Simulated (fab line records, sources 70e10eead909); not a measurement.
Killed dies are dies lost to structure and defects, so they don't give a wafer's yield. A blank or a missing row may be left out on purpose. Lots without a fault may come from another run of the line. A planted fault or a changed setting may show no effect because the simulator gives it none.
A struck lot beside a sound one | flow nand_harc | 39 steps out of a route of 1159
Sound: wafers L922.1, L922.2, L922.3. Struck: wafers L927.1, L927.4, L927.5. The cause comes at the end.
At each step with rows: each side's tool, then ch and its chambers, then its first start. Under that, the readings that differ: sound wafers | struck wafers | difference of the means | sigmas: that difference in standard deviations of wafers without a fault.
alike: readings whose means differ by less than 2 such deviations, and words and numbers that are the same on both sides. not compared: withheld readings, readings that some wafer has no value for, bounds like >300 that may hide the same value, and numbers for which the record gives no deviation and whose values overlap.
The two part at a step that has a row with sigmas, a row that says differs or no value, or rows on one side only. Numbers that don't overlap but have no deviation are shown without sigmas and don't part them. A reading that every wafer of one side lacks parts them only if that side has two wafers or more.

first, 8 steps without rows for these wafers: NHARC_A_CHANNEL_FILL_D1_CVD_18 (deposits poly-Si, target thk 3 nm); NHARC_A_CHANNEL_FILL_D1_ETCHBACK_19 (etches the open film in HBr/Cl2, target depth 5 nm, time 1.7 s); NHARC_A_CHANNEL_FILL_D1_ETCHBACK_20 (etches the open film in C4F8/O2/Ar, target depth 27 nm, time 13.5 s); NHARC_A_CHANNEL_FILL_D1_STRIP_28 (strips in O2, time 20 s); NHARC_A_CHANNEL_FILL_D1_PRECLEAN_21 (cleans in dHF, time 30 s); NHARC_A_CHANNEL_FILL_D1_SRD_23; NHARC_A_CHANNEL_FILL_D1_CVD_05 (deposits poly-Si, target thk 5 nm); NHARC_A_CHANNEL_FILL_D1_ANNEAL_22 (time 7200 s).
NHARC_A_CHANNEL_FILL_D1_THK_MEAS_06: measures by ellipsometry.
  sound on film_metro-01, day 10 16:10; struck on film_metro-01, day 12 03:56
  alike: thk_nm
then, 3 steps without rows for these wafers: NHARC_A_CHANNEL_FILL_D1_ALD_25 (deposits SiOx, target thk 60 nm, pulse time 10 s, ald cycles 600); NHARC_A_CHANNEL_FILL_D1_ETCHBACK_08 (etches the open film in C4F8, target depth 220 nm, time 110 s); NHARC_A_CHANNEL_FILL_D1_STRIP_29 (strips in O2, time 20 s).
NHARC_A_CHANNEL_FILL_D1_PRECLEAN_30: cleans in dHF, time 30 s.
  sound on wet_bench-06 ch 3,5,7, day 10 22:02; struck on wet_bench-03 ch 2,3,5, day 12 15:54
then, 4 steps without rows for these wafers: NHARC_A_CHANNEL_FILL_D1_SRD_31; NHARC_A_CHANNEL_FILL_D1_CVD_09 (deposits poly-Si, target thk 150 nm, time 3000 s); NHARC_A_CHANNEL_FILL_D1_CMP_10 (polishes, target thk 150 nm); NHARC_A_CHANNEL_FILL_D1_SRD_12.
NHARC_A_CHANNEL_FILL_D1_RTA_24: time 5 s.
  sound on rtp_anneal-02 ch 0, day 11 04:08; struck on rtp_anneal-02 ch 0, day 12 21:47
  alike: lamp_power_pct, lamp_zone_5_pct, wafer_temp_C_max
NHARC_A_STAIRCASE_DEP_156: deposits SiNx, target thk 50 nm.
  sound on pecvd-04 ch 0,1,2, day 11 04:37; struck on pecvd-01 ch 0,2, day 12 22:05
  alike: heater_power_w
  not compared: since_wet_clean_h
then, 9 steps without rows for these wafers: NHARC_A_STAIRCASE_DEHYDRATE_158 (time 120 s); NHARC_A_STAIRCASE_HMDS_159 (time 30 s); NHARC_A_STAIRCASE_COAT_160; NHARC_A_STAIRCASE_SOFTBAKE_161 (time 170 s); NHARC_A_STAIRCASE_EBR_162; NHARC_A_STAIRCASE_EXPOSE_163 (exposes mask STAIR OPEN); NHARC_A_STAIRCASE_PEB_164 (peb time 130 s); NHARC_A_STAIRCASE_DEVELOP_165 (time 140 s); NHARC_A_STAIRCASE_HARDBAKE_167 (time 140 s).
NHARC_A_STAIRCASE_DESCUM_168: chemistry O2, time 3 s.
  sound on rie_diel-05 ch 1,2,3, day 11 05:36; struck on rie_diel-13 ch 0,1,2, day 12 23:03
  reading            | sound | struck            | difference | sigmas
  mfc_ar_sccm (sccm) | 0 0 0 | 0.009 0.008 0.003 | +0.007     | +2
  alike: drypump_motor_current_A, oes_product_au, rf_vpp_V, showerhead_plenum_p_Torr, throttle_valve_pct
  not compared: rf_hours_counter_h
NHARC_A_STAIRCASE_ETCH_169: etches the open film in CH3F/O2, target depth 50 nm, time 107.1 s.
  sound on rie_diel-05 ch 0,1,3, day 11 06:09; struck on rie_diel-13 ch 0,2,3, day 12 23:08
  alike: drypump_motor_current_A, mfc_ar_sccm, oes_product_au, rf_vpp_V, showerhead_plenum_p_Torr, throttle_valve_pct
  not compared: rf_hours_counter_h
NHARC_A_STAIRCASE_ETCH_170: etches the open film in C4F6/O2, target depth 200 nm, time 66.667 s.
  sound on rie_diel-05 ch 0,2,3; struck on rie_diel-13 ch 0,1,2
  alike: c4f6_flow_sccm, drypump_motor_current_A, mfc_ar_sccm, oes_product_au, rf_vpp_V, showerhead_plenum_p_Torr, throttle_valve_pct
  not compared: rf_hours_counter_h
then, 7 steps without rows for these wafers: NHARC_A_STAIRCASE_STRIP_171 (strips in O2); NHARC_A_STAIRCASE_STRIP_172 (strips in SPM, time 900 s); NHARC_A_STAIRCASE_PRECLEAN_173 (cleans in SC1); NHARC_A_STAIRCASE_SRD_174; NHARC_A_STAIRCASE_DEHYDRATE_01 (time 120 s); NHARC_A_STAIRCASE_HMDS_02 (time 30 s); NHARC_A_STAIRCASE_COAT_03.
-- the record jumps here: 9 days lie between the struck wafers' starts before and after (it left off in module A_STAIRCASE and takes up again in module END, whose first step shown is number 1159 of the route) --
NHARC_END_SORT_01:
  the record has rows for the struck wafers here (prober-02 ch 0, day 21 12:32) and none for the sound ones

WHERE THEY PART
First at NHARC_A_STAIRCASE_DESCUM_168; last, within this record, at NHARC_END_SORT_01.

WHY: what the simulator had put in
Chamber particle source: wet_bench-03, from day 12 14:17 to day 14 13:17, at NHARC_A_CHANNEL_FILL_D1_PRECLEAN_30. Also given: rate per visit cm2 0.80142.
